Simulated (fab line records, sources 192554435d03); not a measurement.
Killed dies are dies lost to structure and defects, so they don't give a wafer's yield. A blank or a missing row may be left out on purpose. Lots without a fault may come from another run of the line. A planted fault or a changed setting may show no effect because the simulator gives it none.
fab line records | flow n5_finfet
record lots=10 wafers=27 last_day=17
route steps=1938 shown BEOL_M0_SAQP@662 BEOL_M4@1111 TV_OPEN@1888 PAD_METAL@1895 PASSIVATION@1909
lots that met no fault: from a run of the same line without faults
start_h: hours from the record's first day to the start of the lot's first wafer shown | wait_h: hours since the lot's step before | " the same as in the row above | L1.1+2: a row that stands for several wafers | - no value, or no start given | * or withheld: withheld | < > ~ a bound
route shown NAME@n: a module of which the file shows steps, and the number in the route of the first | usual: mean/standard deviation of fault-free wafers | same: alike in all rows | chamber/n: place in a boat | sites: the reading at each site | _std_site: their standard deviation | _edge_site: outer sites' mean less inner sites' | radius_mm: how far each site lies from the wafer's centre | mask NAME#n: copy n | behind: the tool/chamber that last shaped the wafer | hold: why the lot was held/for how many hours/how that ended | device: the transistor (n, p or np) that didn't switch | end of line: the same wafers' tests at the end of the route | a step without rows: its recipe alone | killed: dies lost to structure and defects at the first sort, not the wafer's yield | map: a wafer's dies, x killed, . not, _ none there
set.NAME: the setting as run; set.NAME@STEP: as run at that earlier step | model.NAME: the simulator's own value behind a step, which no gauge read
steps of the route over a sample of lots; a table a step, a row a wafer
services: from which hour (start_h, from the record's first day; less than 0 if before it) a tool's chamber was out of use, for how many hours, and why
## steps
# step N5_BEOL_M0_SAQP_RECESS_114
# recipe chemistry=HF/NH3 target=SiO2 target_depth_a=144 afs_cycles=3 temp_c=30 sublimation_temp_c=180 sublimation_time_s=60
# usual drypump_motor_current_A=5.9/0.36
# columns lot.wafer tool chamber start_h wait_h drypump_motor_current_A
L701.3 vapor_etch-02 1 112.89 0.2 5.3
L701.4 " 0 " " 5.5
L701.5 " 0 " " 5.5
L702.1 vapor_etch-01 1 117.43 0.0 5.8
L702.2 " 0 " " 6.3
L702.3 " 0 " " 6.3
L703.2 vapor_etch-01 0 121.63 0.1 6.3
L703.3 " 1 " " 5.8
L703.6 " 1 " " 5.8
L706.3 vapor_etch-01 1 138.32 0.1 5.7
L706.4 " 0 " " 6.3
L706.5 " 0 " " 6.3
L708.2 vapor_etch-01 1 146.88 0.0 5.8
L708.4 " 0 " " 6.3
L711.1 vapor_etch-01 1 170.22 0.0 5.7
L711.6 " 0 " " 6.3
L712.2 vapor_etch-01 0 172.70 0.0 6.3
L712.6 " 0 " " 6.3
L722.1 vapor_etch-01 0 237.99 0.0 6.3
L722.2 " 1 " " 5.8
L722.4 " 1 " " 5.8
L723.1 vapor_etch-01 1 240.92 0.0 5.8
L723.5 " 1 " " 5.8
L723.6 " 0 " " 6.3
L724.2 vapor_etch-01 1 244.44 0.0 5.8
L724.5 " 0 " " 6.3
L724.6 " 1 " " 5.8
# step N5_BEOL_M4_RC_MEAS_101
# usual DIBL_N=35.9/2.5 DIBL_P=36.0/3 IOFF_N=0.16/0.047 IOFF_P=0.21/0.047 ION_N=671/14 ION_P=460/8.8 SS_N=71.5/0.73 SS_P=73.2/0.91 VT_N=250/4.3 VT_P=-251/3.6
# columns lot.wafer tool chamber start_h wait_h DIBL_N[mV/V] DIBL_P[mV/V] IOFF_N[nA/um] IOFF_P[nA/um] ION_N[uA/um] ION_P[uA/um] SS_N[mV/dec] SS_P[mV/dec] VT_N[mV] VT_P[mV]
L701.3 prober-02 0 162.56 0.3 34.8 34.4 0.14 0.19 662 453 71.0 73.3 250 -254
L701.4 " 0 " " 37.7 37.2 0.20 0.22 679 465 72.4 73.2 245 -251
L701.5 " 0 " " 34.1 33.6 0.14 0.17 653 444 70.5 72.7 249 -256
L702.1 prober-01 0 166.79 0.0 35.4 36.4 0.15 0.18 667 451 71.5 73.3 253 -254
L702.2 " 0 " " 32.2 32.9 0.11 0.16 653 451 70.5 72.3 252 -254
L702.3 " 0 " " 35.9 37.2 0.16 0.20 682 467 71.4 73.0 250 -254
L703.2 prober-02 0 182.93 0.2 39.5 41.7 0.27 0.31 692 472 72.5 74.9 240 -245
L703.3 " 0 " " 36.4 37.2 0.17 0.23 671 465 72.1 73.7 247 -248
L703.6 " 0 " " 35.5 36.5 0.18 0.23 690 472 71.3 74.1 243 -249
L706.3 prober-01 0 187.33 0.3 39.6 39.0 0.24 0.26 707 475 71.7 74.3 241 -249
L706.4 " 0 " " 32.6 29.5 0.10 0.13 654 447 69.6 71.7 256 -256
L706.5 " 0 " " 40.8 38.8 0.28 0.26 684 460 72.6 74.4 243 -248
L708.2 prober-02 0 206.96 0.2 35.2 34.8 0.16 0.17 677 453 71.7 72.9 250 -256
L708.4 " 0 " " 32.7 32.3 0.12 0.14 658 449 70.5 72.9 254 -257
L711.1 prober-02 0 225.20 0.0 36.7 38.3 0.19 0.26 684 480 71.8 73.1 246 -247
L711.6 " 0 " " 30.7 32.0 0.10 0.18 639 456 70.1 71.6 255 -248
L712.2 prober-01 0 225.38 0.2 33.4 35.1 0.13 0.19 667 470 71.4 72.7 248 -248
L712.6 " 0 " " 34.1 36.0 0.15 0.22 675 470 71.1 73.8 250 -244
L722.1 prober-01 0 291.36 0.0 35.8 35.4 0.17 0.22 684 471 71.1 73.1 249 -247
L722.2 " 0 " " 38.1 37.6 0.18 0.23 678 467 72.0 73.7 250 -249
L722.4 " 0 " " 35.3 34.9 0.15 0.22 655 456 71.4 73.0 251 -249
L723.1 prober-02 0 300.24 0.0 35.0 35.1 0.13 0.19 655 452 71.1 72.8 255 -252
L723.5 " 0 " " 34.7 34.8 0.15 0.19 681 468 71.2 73.5 251 -250
L723.6 " 0 " " 32.9 32.7 0.10 0.16 656 455 71.0 72.0 259 -254
L724.2 prober-01 0 300.53 0.2 35.2 33.5 0.12 0.16 668 458 71.1 73.0 254 -252
L724.5 " 0 " " 39.7 39.0 0.20 0.25 673 457 73.0 74.5 249 -250
L724.6 " 0 " " 33.6 33.2 0.11 0.16 664 462 70.8 72.2 253 -254
# step N5_PASSIVATION_VIA_ETCH_13
# recipe chemistry=CHF3/O2 target=SiO2 target_depth_a=6600 CHF3_flow_sccm=50 O2_flow_sccm=5 Ar_flow_sccm=200 time_s=330 mask_material=PR pressure_mtorr=30 source_w=650 bias_w=170 ion_energy_ev=200 ends=cleared
# usual drypump_motor_current_A=5.7/0.37 etch_rf_on_time_s=235/5.6 oes_product_au=0.72/0.061 rf_vpp_V=524/12 showerhead_plenum_p_Torr=2.43/0.052 throttle_valve_pct=18.79/0.19
# columns lot.wafer tool chamber start_h wait_h drypump_motor_current_A etch_rf_on_time_s oes_product_au rf_hours_counter_h rf_vpp_V showerhead_plenum_p_Torr throttle_valve_pct
L701.3 rie_diel-04 2 257.76 0.0 6.0 227 0.82 24 513 2.44 18.88
L701.4 " 1 " " 5.0 234 0.65 191 534 2.47 18.63
L701.5 " 3 " " 6.1 234 0.72 - 544 2.44 18.62
L702.1 rie_diel-01 2 269.58 0.0 5.8 230 0.76 61 525 2.36 19.10
L702.2 " 1 " " 5.7 241 0.73 85 533 2.52 18.84
L702.3 " 0 " " 5.6 240 0.84 6 512 2.37 18.62
L703.2 rie_diel-04 2 270.67 0.0 6.0 231 0.82 28 512 2.44 18.89
L703.3 " 0 " " 5.4 236 0.65 202 518 2.49 18.97
L703.6 " 3 " " 6.1 228 0.71 - 545 2.44 18.64
L706.3 rie_diel-04 1 283.64 0.0 5.0 229 0.66 201 533 2.46 18.63
L706.4 " 0 " " 5.4 244 0.65 207 519 2.49 18.98
L706.5 " 1 " " 5.0 234 0.65 - 533 2.46 18.65
L708.2 rie_diel-04 0 298.55 0.0 5.4 233 0.64 212 519 2.48 18.98
L708.4 " 2 " " 6.0 231 0.80 38 513 2.44 18.90
L712.2 rie_diel-05 3 319.13 0.0 5.8 247 0.76 42 519 2.49 18.50
L712.6 " 1 " " 5.6 245 0.74 - 514 2.45 18.85
L711.1 rie_diel-01 1 323.10 0.0 5.7 232 0.72 104 531 2.51 18.89
L711.6 " 2 " " 5.8 229 0.75 - 525 2.36 19.12
L722.1 rie_diel-05 0 384.66 0.0 5.0 219 0.86 14 517 2.48 18.56
L722.2 " 1 " " 5.6 238 0.71 105 514 2.45 18.88
L722.4 " 3 " " 5.8 242 0.73 63 518 2.48 18.55
L723.1 rie_diel-01 0 399.44 0.0 5.6 233 0.76 49 512 2.35 18.70
L723.5 " 2 " " 5.8 230 0.72 - 525 2.35 19.16
L723.6 " 1 " " 5.7 244 0.69 - 531 2.50 18.92
L724.2 rie_diel-01 1 399.92 0.0 5.7 233 0.69 129 530 2.50 18.92
L724.5 " 0 " " 5.6 241 0.77 - 511 2.35 18.70
L724.6 " 3 " " 6.2 237 0.75 - 505 2.36 18.66
# step N5_PASSIVATION_SPUTTER_20
# recipe material=TaN target_thk_a=500 temp_c=25 chamber_pressure_pa=0.4
# usual chamber_pressure_pa=0.4001/0.00079 throttle_valve_pct=29.8/0.77
# columns lot.wafer tool chamber start_h wait_h chamber_pressure_pa throttle_valve_pct
L701.3 pvd_sputter-01 - 258.89 0.0 0.4005 29.7
L701.4 " - " " 0.3981 28.8
L701.5 " - " " 0.4006 29.8
L702.1 pvd_sputter-01 - 270.31 0.0 0.3992 29.6
L702.2 " - " " 0.4002 28.6
L702.3 " - " " 0.3996 29.6
L703.2 pvd_sputter-01 - 271.17 0.0 0.4004 28.9
L703.3 " - " " 0.4008 29.6
L703.6 " - " " 0.4013 29.6
L706.3 pvd_sputter-01 - 284.54 0.0 0.3997 29.0
L706.4 " - " " 0.4006 29.5
L706.5 " - " " 0.3995 29.6
L708.2 pvd_sputter-01 - 299.51 0.0 0.4003 28.8
L708.4 " - " " 0.3989 29.0
L712.2 pvd_sputter-03 - 320.09 0.0 0.4011 31.1
L712.6 " - " " 0.4006 30.3
L711.1 pvd_sputter-03 - 324.34 0.0 0.3997 29.6
L711.6 " - " " 0.3998 29.5
L722.1 pvd_sputter-03 - 386.12 0.0 0.4012 30.5
L722.2 " - " " 0.3986 29.2
L722.4 " - " " 0.4006 30.2
L723.1 pvd_sputter-02 - 400.17 0.0 0.4014 30.8
L723.5 " - " " 0.4006 30.2
L723.6 " - " " 0.4006 28.4
L724.2 pvd_sputter-03 - 400.85 0.0 0.3997 30.5
L724.5 " - " " 0.3999 29.6
L724.6 " - " " 0.3991 30.5
# step N5_PASSIVATION_AL_ETCH_33
# recipe chemistry=Cl2/BCl3 target_depth_a=28000 over_etch_frac=0.15 Cl2_flow_sccm=180 bcl3_flow_sccm=60 target=Al stop_on=TaN time_s=466.7 ion_energy_ev=100 pressure_mtorr=10 icp_w=900 bias_w=100
# usual bcl3_flow_sccm=60.00/0.17 drypump_motor_current_A=5.7/0.36 oes_product_au=0.73/0.075 throttle_valve_pct=34.54/0.17
# columns lot.wafer tool chamber start_h wait_h bcl3_flow_sccm drypump_motor_current_A oes_product_au rf_hours_counter_h throttle_valve_pct
L701.3 rie_metal-01 1 259.77 0.2 60.12 5.9 0.75 - 34.57
L701.4 " 0 " " 59.99 5.6 0.80 - 34.55
L701.5 " 0 " " 59.92 5.6 0.83 - 34.47
L702.1 rie_metal-03 1 271.07 0.1 59.93 6.0 0.80 17 34.29
L702.2 " 0 " " 59.89 6.0 0.62 89 34.61
L702.3 " 1 " " 59.79 6.0 0.79 - 34.33
L703.2 rie_metal-01 1 272.04 0.2 59.87 5.8 0.74 - 34.60
L703.3 " 1 " " 59.67 5.8 0.75 - 34.57
L703.6 " 1 " " 59.74 5.8 0.74 - 34.59
L706.3 rie_metal-01 1 285.54 0.2 59.96 5.9 0.73 - 34.60
L706.4 " 0 " " 60.26 5.6 0.79 - 34.53
L706.5 " 1 " " 59.91 5.9 0.73 - 34.58
L708.2 rie_metal-03 1 300.37 0.1 59.75 6.0 0.79 19 34.31
L708.4 " 0 " " 59.91 6.0 0.62 - 34.59
L712.2 rie_metal-02 0 321.01 0.2 60.22 5.6 0.77 - 34.74
L712.6 " 0 " " 60.15 5.6 0.77 - 34.77
L711.1 rie_metal-03 0 325.12 0.1 60.27 6.0 0.61 94 34.61
L711.6 " 0 " " 60.02 6.0 0.61 - 34.59
L722.1 rie_metal-01 0 387.10 0.1 59.82 5.6 0.77 22 34.53
L722.2 " 1 " " 59.82 5.9 0.71 39 34.62
L722.4 " 0 " " 60.03 5.6 0.75 - 34.52
L723.1 rie_metal-03 1 401.04 0.1 59.87 6.0 0.76 29 34.34
L723.5 " 1 " " 60.08 6.0 0.76 - 34.33
L723.6 " 0 " " 59.98 6.0 0.60 - 34.59
L724.2 rie_metal-02 1 401.82 0.1 60.17 4.7 0.85 4 34.16
L724.5 " 0 " " 59.88 5.6 0.73 - 34.80
L724.6 " 1 " " 60.21 4.7 0.85 - 34.14
# step N5_PASSIVATION_PROBE_49
# usual defect_limited_yield=91.4/1.4 killed_at_M0_to_M3=34/8.9 killed_at_M4_up=13/4.6 killed_at_contacts=12/5.5 killed_at_front_end=41/11 killed_at_other=3.1/2.9 killed_dies=102/16 killed_open=66/11 killed_short=34/7.6 sort_bin_5_function=5.1/0.89 sort_bin_6_memory=3.2/0.61 sort_bin_8_speed=0.02/0.12 sort_n_pass=1078/16
# same gross_dies=1180 killed_at_back_side=0 sort_bin_4_leakage[%]=0
# columns lot.wafer tool chamber start_h wait_h defect_limited_yield[%] killed_at_M0_to_M3 killed_at_M4_up killed_at_contacts killed_at_front_end killed_at_other killed_dies killed_open killed_short sort_bin_5_function[%] sort_bin_6_memory[%] sort_bin_8_speed[%] sort_n_pass
L706.3 prober-02 - 290.44 0.1 90.8 45 10 16 37 1 109 68 41 5.1 3.6 0 1071
L706.4 prober-02 - 290.49 0.2 91.9 35 9 19 32 1 96 65 29 4.6 3.2 0 1084
L706.5 prober-02 - 290.54 0.2 92.9 31 14 7 29 3 84 53 31 4.4 2.5 0 1096
L708.2 prober-01 - 305.85 0.1 82.4 115 11 10 65 7 208 75 42 5.9 3.9 0 972
L708.4 prober-01 - 305.95 0.2 90.5 28 13 18 53 0 112 73 38 5.4 3.7 0 1068
L712.2 prober-01 - 326.41 0.1 75.8 233 8 9 32 3 285 46 29 3.6 2.4 0 895
L712.6 prober-01 - 326.61 0.3 70.7 277 12 9 44 4 346 71 31 5.3 2.9 0 834
L711.1 prober-02 - 329.95 0.0 93.8 22 25 5 20 1 73 52 21 4.0 2.1 0 1107
L711.6 prober-02 - 330.20 0.3 83.7 121 15 12 38 6 192 71 39 5.5 3.6 1.27 973
# killed by level:class
L706.3 BEOL_M1:geometric_particle:open=16 MOL_CONTACT_COAG:geometric_particle:open=13 GATE_CUT:geometric_particle:short=8 STI_FIN_REVEAL:geometric_particle:open=7 BEOL_M3:geometric_particle:open=7 FIN_SAQP:geometric_particle:open=5 FIN_SAQP:geometric_particle:short=5 BEOL_M0_SAQP:geometric_particle:short=5
L706.4 MOL_CONTACT_COAG:geometric_particle:open=16 BEOL_M3:geometric_particle:open=11 BEOL_M1:geometric_particle:open=11 BEOL_M3:geometric_particle:short=7 FIN_SAQP:geometric_particle:open=5 DUMMY_GATE:geometric_particle:open=5 STARTING-WAFER:geometric_particle:short=5 FIN_SAQP:geometric_particle:short=4
L706.5 FIN_SAQP:geometric_particle:open=6 BEOL_M2:geometric_particle:open=6 STI_FIN_REVEAL:geometric_particle:open=5 DUMMY_GATE:geometric_particle:open=5 BEOL_M0_SAQP:geometric_particle:short=5 BEOL_M1:geometric_particle:open=5 MOL_CONTACT_COAG:geometric_particle:open=4 BEOL_M3:geometric_particle:short=4
L708.2 BEOL_M0_SAQP:area_recess=83 STI_FIN_REVEAL:geometric_particle:open=15 DUMMY_GATE:geometric_particle:open=9 MOL_CONTACT_COAG:geometric_particle:open=8 FIN_SAQP:geometric_particle:short=7 BEOL_M0_SAQP:geometric_particle:short=7 BEOL_M1:geometric_particle:open=7 HKMG_FIN:area_etch=7
L708.4 FIN_SAQP:geometric_particle:short=17 MOL_CONTACT_COAG:geometric_particle:open=16 FIN_SAQP:geometric_particle:open=14 BEOL_M0_SAQP:geometric_particle:short=9 STI_FIN_REVEAL:geometric_particle:open=6 BEOL_M2:geometric_particle:open=6 BEOL_M4:geometric_particle:open=6 BEOL_M0_SAQP:geometric_particle:open=4
L712.2 BEOL_M0_SAQP:area_recess=210 STI_FIN_REVEAL:geometric_particle:open=8 FIN_SAQP:geometric_particle:short=6 BEOL_M0_SAQP:geometric_particle:short=6 BEOL_M2:geometric_particle:open=6 MOL_CONTACT_COAG:geometric_particle:open=5 FIN_SAQP:geometric_particle:open=4 MOL_CONTACT_COAG:geometric_particle:short=4
L712.6 BEOL_M0_SAQP:area_recess=243 STI_FIN_REVEAL:geometric_particle:open=16 FIN_SAQP:geometric_particle:open=9 MOL_CONTACT_COAG:geometric_particle:open=8 BEOL_M0_SAQP:geometric_particle:short=8 BEOL_M4:geometric_particle:open=7 BEOL_M0_SAQP:geometric_particle:open=6 FIN_SAQP:geometric_particle:short=4
L711.1 BEOL_M4:geometric_particle:open=8 BEOL_M0_SAQP:geometric_particle:short=7 BEOL_M8:geometric_particle:open=6 FIN_SAQP:geometric_particle:open=4 MOL_CONTACT_COAG:geometric_particle:open=4 BEOL_M0_SAQP:geometric_particle:open=4 BEOL_M1:geometric_particle:open=4 GATE_CUT:geometric_particle:open=3
L711.6 BEOL_M0_SAQP:area_recess=82 FIN_SAQP:geometric_particle:short=11 MOL_CONTACT_COAG:geometric_particle:open=10 BEOL_M1:geometric_particle:open=10 BEOL_M0_SAQP:geometric_particle:short=9 FIN_SAQP:geometric_particle:open=7 BEOL_M2:geometric_particle:open=7 BEOL_M4:geometric_particle:open=6
## services
# columns tool chamber start_h hours kind
rie_diel-01 - 100.88 0.9 repair
pvd_sputter-01 - 131.36 1.3 repair
rie_diel-04 0 135.51 2.6 repair
rie_diel-04 2 137.67 9.0 repair
rie_metal-03 - 149.00 0.4 repair
rie_diel-04 - 156.29 1.1 repair
rie_diel-04 1 173.36 6.0 repair
vapor_etch-01 - 203.34 2.8 pm
rie_diel-04 3 204.29 12.3 repair
rie_diel-01 - 205.20 14.6 pm
rie_diel-01 2 241.99 4.6 repair
rie_metal-03 - 259.59 0.7 repair
rie_metal-03 0 260.65 6.9 repair
rie_metal-01 0 269.93 3.0 repair
rie_diel-01 2 279.08 5.3 repair
rie_metal-03 - 291.48 2.8 pm
rie_diel-01 3 339.32 3.9 repair
rie_diel-01 2 358.50 3.5 repair
pvd_sputter-01 - 366.77 2.1 repair
rie_diel-04 2 368.45 6.1 repair
rie_diel-01 - 376.60 0.3 repair
pvd_sputter-03 - 381.22 0.7 repair
rie_diel-04 - 382.40 5.6 repair
rie_diel-04 1 397.88 1.6 repair
## key
first_sign step=N5_PASSIVATION_PROBE_49 reading=killed_at_M0_to_M3 direction=up sigmas=17 usual=34 struck=186
effect step=N5_PASSIVATION_PROBE_49 reading=sort_n_pass direction=down sigmas=9.9 usual=1078 struck=918
more_kills_born_at N5_BEOL_M0_SAQP_RECESS_114@vapor_etch-01=618
met_at N5_BEOL_M0_SAQP_RECESS_114
struck_lots L708,L711,L712
struck_wafers L708.2,L711.6,L712.2,L712.6
not_acting_at N5_PASSIVATION_VIA_ETCH_13,N5_PASSIVATION_SPUTTER_20,N5_PASSIVATION_AL_ETCH_33
onset_between 138.32 146.88
fault kind=process_parameter_drift tool=vapor_etch-01 chamber=- onset_h=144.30 steps=N5_BEOL_M0_SAQP_RECESS_114 channel=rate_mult offset=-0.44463 shape=step end_h=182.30 scope=struck_wafers_only
